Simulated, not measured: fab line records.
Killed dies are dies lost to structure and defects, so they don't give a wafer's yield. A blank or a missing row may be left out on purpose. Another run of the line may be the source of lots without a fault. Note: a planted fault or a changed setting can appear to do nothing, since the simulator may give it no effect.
What tool caused it? + flow nand harc + 36 wafers sampled from 12 lots at 1 step of a route of 1159

WHAT EACH GAUGE READ, for each wafer
NHARC_P_STI_OCD_MEAS_17.
| lot  | measured    | on     | trench depth nm (nm) |
|------|-------------|--------|----------------------|
| L075 | day 2 14:22 | ocd-02 | 309 303 297          |
| L076 | day 3 03:10 | ocd-02 | 301 295 304          |
| L079 | day 3 14:14 | ocd-02 | 294 294 310          |
| L081 | day 4 06:05 | ocd-01 | 296 309 310          |
| L083 | day 4 20:14 | ocd-01 | 304 312 314          |
| L085 | day 5 06:59 | ocd-01 | 299 301 312          |
| L087 | day 5 18:59 | ocd-01 | 286 286 298          |
| L089 | day 6 07:18 | ocd-02 | 297 291 289          |
| L091 | day 6 20:25 | ocd-02 | 291 299 292          |
| L093 | day 7 05:54 | ocd-02 | 299 305 298          |
| L095 | day 7 20:11 | ocd-02 | 296 281 288          |
| L097 | day 8 02:39 | ocd-01 | 299 304 306          |

TOOL THAT RAN EACH LOT (tool first, then ch and the chambers of the sampled wafers, then the start)
The record shows no process step preceding these readings.

THE ANSWER, worked out from the rows above alone
Rule: usual is defined by the lots themselves. The widest of any qualifying gaps counts: lots, ordered by their means at a reading, are off when they make up no more than a third of the lots, leave a main group of 4 or more, and stand apart from it by 3 or more times the standard deviation of that group's means. If all means in a main group match to the digits the tables above print for the reading, that group is not used. A lot without any number at a reading at which 4 lots or more have one is off too. All remaining lots with rows at the step are treated as sound.
No lot is off on any of the readings shown, so nothing can be concluded from this.

WHAT THE SIMULATOR PUT IN
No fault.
